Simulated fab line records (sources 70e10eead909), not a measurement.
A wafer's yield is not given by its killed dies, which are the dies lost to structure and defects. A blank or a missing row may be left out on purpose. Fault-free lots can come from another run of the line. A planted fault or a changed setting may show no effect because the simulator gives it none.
Struck lot and sound lot, side by side + flow nandHarc + 15 steps out of a route of 1159
Sound: wafers L538.1, L538.5, L538.6. Struck: wafer L542.3. (L542.1, L542.4 of the same lot were not struck and are left out.) The cause comes at the end.
At each step with rows: each side's tool, then ch and its chambers, then its first start. Under that, the readings that differ: sound wafers + struck wafers + difference of the means + sigmas: that difference in standard deviations of wafers without a fault.
alike: a reading whose means differ by less than 2 such deviations, as well as words and numbers matching on both sides. not compared: withheld readings; readings where some wafer has no value; bounds like >300 that might hide an equal value; numbers whose values overlap and for which the record gives no deviation.
The two part at a step that has a row with sigmas, a row that says differs or no value, or rows on one side only. Non-overlapping numbers with no deviation appear without sigmas and do not part them. A reading missing from all wafers of one side parts the sides only when that side holds two or more wafers.

first, 1 step without rows for these wafers: NHARC_A_ONON_D1_DEP_12 (target thk 1000 nm).
NHARC_A_ONON_D1_THK_MEAS_14: measures by ellipsometry.
  sound on filmMetro-02 at day 7 15:32; struck on filmMetro-02 at day 8 15:59
| reading    | sound          | struck | difference | sigmas |
|------------|----------------|--------|------------|--------|
| thkNm (nm) | 1014 1011 1012 | 977    | -35        | -4     |
then, 2 steps without rows for these wafers: NHARC_A_ONON_D1_ANNEAL_15 (time 3600 s); NHARC_A_ONON_D1_DEP_16 (target thk 1000 nm).
NHARC_A_ONON_D1_THK_MEAS_18: measures by ellipsometry.
  sound on filmMetro-01 at day 8 01:01; struck on filmMetro-01 at day 9 00:41
  alike: thkNm
next comes 1 step that has no rows for these wafers: NHARC_A_ONON_D1_DEP_19 (target thickness 1000 nm).
NHARC_A_ONON_D1_THK_MEAS_21: measures by ellipsometry.
  sound on filmMetro-02 at day 8 01:35; struck on filmMetro-01 at day 9 01:16
| reading    | sound       | struck | difference | sigmas |
|------------|-------------|--------|------------|--------|
| thkNm (nm) | 993 994 994 | 1017   | +23        | +3     |
next comes 1 step that has no rows for these wafers: NHARC_A_ONON_D1_DEP_22 (target thickness 1000 nm).
NHARC_A_ONON_D1_THK_MEAS_24: measures by ellipsometry.
  sound on filmMetro-02 at day 8 02:09; struck on filmMetro-02 at day 9 01:50
| reading    | sound       | struck | difference | sigmas |
|------------|-------------|--------|------------|--------|
| thkNm (nm) | 991 993 992 | 1017   | +25        | +3     |
next comes 1 step that has no rows for these wafers: NHARC_A_ONON_D1_DEP_25 (target thickness 1000 nm).
NHARC_A_ONON_D1_THK_MEAS_27: measures by ellipsometry.
  sound on filmMetro-01 at day 8 02:43; struck on filmMetro-02 at day 9 02:24
| reading    | sound          | struck | difference | sigmas |
|------------|----------------|--------|------------|--------|
| thkNm (nm) | 1016 1016 1016 | 992    | -24        | -3     |
NHARC_A_ONON_D1_DEP_28: target thk 1000 nm.
  sound on pecvdOnon-02 ch 0, day 8 02:47; struck on pecvdOnon-02 ch 0, day 9 02:27
NHARC_A_ONON_D1_THK_MEAS_30: measures by ellipsometry.
  sound on filmMetro-02 at day 8 03:17; struck on filmMetro-01 at day 9 02:58
| reading    | sound       | struck | difference | sigmas |
|------------|-------------|--------|------------|--------|
| thkNm (nm) | 997 999 998 | 952    | -46        | -4     |
NHARC_A_ONON_D1_DEP_33: deposits SiO2, target thk 200 nm.
  sound on pecvd-01 ch 0,2, day 8 03:26; struck on pecvd-02 ch 2, day 9 03:16
| reading          | sound       | struck | difference | sigmas |
|------------------|-------------|--------|------------|--------|
| heaterPowerW (W) | 401 515 424 | 759    | +312       | +3     |
  alike: throttleValvePct
-- break in the record here, with 11 days between the starts of the struck wafers on either side (left off in module A_ONON_D1, picked up again in module END, where the first step shown is number 1159 on the route) --
NHARC_END_SORT_01:
  only the struck wafers appear in the record here, on prober-02 ch 0 at day 20 12:40; the sound ones have no rows

== WHERE THEY PART ==
Last at NHARC_END_SORT_01 as far as this record goes, first at NHARC_A_ONON_D1_THK_MEAS_14.

WHY: the cause the simulator had injected
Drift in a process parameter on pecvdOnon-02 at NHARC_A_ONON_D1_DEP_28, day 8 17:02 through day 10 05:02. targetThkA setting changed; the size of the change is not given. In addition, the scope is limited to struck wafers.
